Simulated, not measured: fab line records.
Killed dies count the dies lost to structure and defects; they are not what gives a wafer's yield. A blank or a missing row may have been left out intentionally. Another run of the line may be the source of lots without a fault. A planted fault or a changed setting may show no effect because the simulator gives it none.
2 desks looking at one fault || flow n5Finfet || each desk holds nothing but its own numbers, with what lay behind them at the end

FROM THE METROLOGY DESK
Lot by lot, what the gauges showed, no matter which tool ran the lot: averages of those sampled wafers that carry a number. If a lot's mean is further than 4 standard deviations from the usual mean, the lot is out of limits and carries the mark OUT (the distance appears in the brackets). Shown here are 7 of its 10 readings, the ones lying furthest out on some lot.
Columns: A = DIBL_N at N5_BEOL_M4_RC_MEAS_101, usual 36.4 mV/V; B = IOFF_N at N5_BEOL_M4_RC_MEAS_101, usual 0.16 nA/um; C = ION_N at N5_BEOL_M4_RC_MEAS_101, usual 670 uA/um; D = ION_P at N5_BEOL_M4_RC_MEAS_101, usual 459 uA/um; E = SS_N at N5_BEOL_M4_RC_MEAS_101, usual 71.6 mV/dec; F = SS_P at N5_BEOL_M4_RC_MEAS_101, usual 73.3 mV/dec; G = VT_P at N5_BEOL_M4_RC_MEAS_101, usual -251 mV
{"lot": "L682", "first seen here": "day 8 11:45", "A": 34.3, "B": 0.13, "C": 667, "D": 459, "E": 71.6, "F": 72.4, "G": -253}
{"lot": "L683", "first seen here": "day 8 22:14", "A": 34.0, "B": 0.13, "C": 654, "D": 453, "E": 70.5, "F": 72.7, "G": -250}
{"lot": "L686", "first seen here": "day 9 08:49", "A": 36.8, "B": 0.17, "C": 677, "D": 463, "E": 71.5, "F": 73.7, "G": -249}
{"lot": "L687", "first seen here": "day 9 15:30", "A": 35.8, "B": 0.14, "C": 659, "D": 460, "E": 71.0, "F": 72.9, "G": -249}
{"lot": "L688", "first seen here": "day 10 03:38", "A": 38.4, "B": 0.20, "C": 662, "D": 457, "E": 72.6, "F": 73.6, "G": -249}
{"lot": "L689", "first seen here": "day 10 04:34", "A": 34.9, "B": 0.14, "C": 665, "D": 451, "E": 71.2, "F": 72.3, "G": -254}
{"lot": "L690", "first seen here": "day 10 15:40", "A": 34.3, "B": 0.15, "C": 666, "D": 453, "E": 71.8, "F": 73.0, "G": -253}
{"lot": "L697", "first seen here": "day 13 02:29", "A": 35.8, "B": 0.14, "C": 663, "D": 466, "E": 71.4, "F": 73.5, "G": -248}
This desk found nothing out of limits on any of the 8 lots.

THE TOOL OWNER'S DESK: rieDiel-04
The tool's own readings at N5_BEOL_M6_VIA_ETCH_34 (etches SiCOH lowk in C4F6/O2, target depth 126.3 nm, time 50.9 s): means of the sampled wafers that have a number, for each lot that ran on this tool. If a lot's mean is further than 4 standard deviations from the usual mean, the lot is out of limits and carries the mark OUT (the distance appears in the brackets).
Columns: A = drypumpMotorCurrentA at N5_BEOL_M6_VIA_ETCH_34, usual 5.7 A; B = oesProductAu at N5_BEOL_M6_VIA_ETCH_34, usual 0.81 a.u.; C = rfVppV at N5_BEOL_M6_VIA_ETCH_34, usual 657 V; D = runLengthS at N5_BEOL_M6_VIA_ETCH_34, usual 74.5 s; E = showerheadPlenumPTorr at N5_BEOL_M6_VIA_ETCH_34, usual 2.84 Torr; F = throttleValvePct at N5_BEOL_M6_VIA_ETCH_34, usual 20.76 %
{"lot": "L682", "first seen here": "day 9 03:57", "A": 5.6, "B": 0.76, "C": 656, "D": 74.1, "E": 2.80, "F": 20.94}
{"lot": "L686", "first seen here": "day 10 01:05", "A": 5.5, "B": 0.78, "C": 662, "D": 74.4, "E": 2.93, "F": 20.95}
{"lot": "L687", "first seen here": "day 10 12:49", "A": 5.7, "B": 0.85, "C": 672, "D": 74.3, "E": 2.93, "F": 20.75}
{"lot": "L688", "first seen here": "day 10 22:17", "A": 5.5, "B": 0.78, "C": 666, "D": 74.3, "E": 2.97, "F": 20.80}
{"lot": "L690", "first seen here": "day 11 21:18", "A": 5.6, "B": 0.84, "C": 659, "D": 74.3, "E": 2.84, "F": 20.67}
{"lot": "L697", "first seen here": "day 13 20:13", "A": 5.7, "B": 0.81, "C": 671, "D": "69.9 (-12) OUT", "E": 2.91, "F": 20.79}
This desk's finding: out of limits on L697; first on L697, day 13 20:13 (runLengthS at N5_BEOL_M6_VIA_ETCH_34). L682, L686, L687, L688, L690: within limits.

ALL TOGETHER
The tool owner's desk had the chance to raise an alarm at day 13 20:13 on L697.
The metrology desk saw nothing out of limits.
The metrology desk has L697 on record, within its limits.
Every lot named ran N5_BEOL_M6_VIA_ETCH_34 on rieDiel-04.

WHAT HAD BEEN PUT IN BY THE SIMULATOR
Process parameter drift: rieDiel-04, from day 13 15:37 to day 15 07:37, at N5_BEOL_M6_VIA_ETCH_34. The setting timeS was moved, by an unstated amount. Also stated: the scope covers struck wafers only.
Lots struck among those shown: L697.
How many hours passed from the start of the fault until each desk's first out-of-limits reading: the tool owner's desk, 5.
